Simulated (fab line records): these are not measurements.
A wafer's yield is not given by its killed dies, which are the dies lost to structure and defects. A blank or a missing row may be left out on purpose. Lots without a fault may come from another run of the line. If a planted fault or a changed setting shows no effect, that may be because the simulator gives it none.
Matching of chambers	flow n5Finfet	N5_HKMG_FIN_ETCH_35 on rieDiel-04 has 4 sister chambers
The step etches SOC in N2/H2, target depth 215.8 nm, time 243.4 s. 8 wafers are shown with their chamber, then 9 later ones without.

== WAFERS WITH THEIR CHAMBER ==
wafer	chamber	drypumpMotorCurrentA (A)	oesProductAu (a.u.)
L078.3	2	5.0	0.90
L080.3	2	4.9	0.88
L085.6	3	5.6	0.73
L087.3	0	5.9	0.66
L087.5	1	5.1	0.93
L089.2	3	5.6	0.72
L089.5	1	5.2	0.93
L089.6	0	5.9	0.66

== WAFERS WITH NO CHAMBER GIVEN ==
wafer	drypumpMotorCurrentA (A)	oesProductAu (a.u.)
L092.1	5.2	0.91
L092.2	5.0	0.85
L092.5	5.9	0.95
L093.1	5.9	0.93
L093.4	5.2	0.90
L093.5	5.9	0.93
L097.2	5.6	1.03
L097.4	5.9	0.90
L097.5	5.6	1.03

== WHICH CHAMBER EACH WENT THROUGH ==
wafer	from the rows above	in truth
L092.1	1	1
L092.2	2	2
L092.5	1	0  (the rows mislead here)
L093.1	1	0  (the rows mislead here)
L093.4	can't be placed: 1 or 2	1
L093.5	1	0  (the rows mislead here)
L097.2	1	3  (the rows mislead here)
L097.4	1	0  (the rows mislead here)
L097.5	1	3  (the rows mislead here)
2 of 9 placed correctly. Can't be placed from these rows: 1 (the true chamber is among the candidates in 1). Number placed wrongly: 6.
How it was worked out, from the rows above alone: a wafer's distance from a chamber is the root of the sum, over the readings, of the square of ((its reading less the chamber's mean) divided by the reading's scatter). The wafer belongs to the nearest chamber; if the next one is less than 2 further off, it can't be placed. Each chamber's mean is taken over the wafers shown for it. The scatter: the root of (the sum of the squares of (reading less its chamber's mean) over the shown wafers, divided by (wafers less chambers)).
